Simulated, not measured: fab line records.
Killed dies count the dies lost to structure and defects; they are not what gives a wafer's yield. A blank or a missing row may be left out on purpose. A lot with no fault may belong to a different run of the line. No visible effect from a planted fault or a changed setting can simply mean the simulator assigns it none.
Chamber matching -- flow n5_finfet -- ald_sin-02 running N5_STI_FIN_REVEAL_ALD_14: 4 sister chambers
The step deposits Si3N4, target thk 3 nm. 8 wafers are shown with their chamber, then 9 later ones without.

WAFERS WITH THEIR CHAMBER
wafer,chamber,heater_power_w (W)
L085.3,1,765
L086.6,1,781
L087.2,3,1016
L087.4,2,855
L087.6,0,823
L092.2,2,860
L092.4,3,1010
L092.6,0,818

WAFERS MISSING THEIR CHAMBER
wafer,heater_power_w (W)
L093.1,822
L093.2,770
L093.5,825
L095.1,833
L095.3,1003
L095.5,825
L096.1,837
L096.3,795
L096.5,1021

EACH ONE'S CHAMBER
wafer,from the rows above,in truth
L093.1,0,0
L093.2,1,1
L093.5,0,0
L095.1,can't be placed: 0 or 2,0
L095.3,3,3
L095.5,0,0
L096.1,can't be placed: 0 or 2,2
L096.3,can't be placed: 1 or 0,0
L096.5,3,3
Correctly placed: 6 of 9. Can't be placed from these rows: 3 (the true chamber is among the candidates in 3). Wrongly placed: 0.
How it was worked out, from the rows above alone: a wafer's distance from a chamber is the root of the sum, over the readings, of the square of ((its reading less the chamber's mean) divided by the reading's scatter). If the next closest chamber is less than 2 further off than the closest, the wafer can't be placed; otherwise it belongs to the closest. For every chamber, the mean is computed from those of its wafers that are shown. The scatter is the square root of a quotient: the sum, over the shown wafers, of each reading's squared deviation from its chamber's mean, divided by wafers minus chambers.
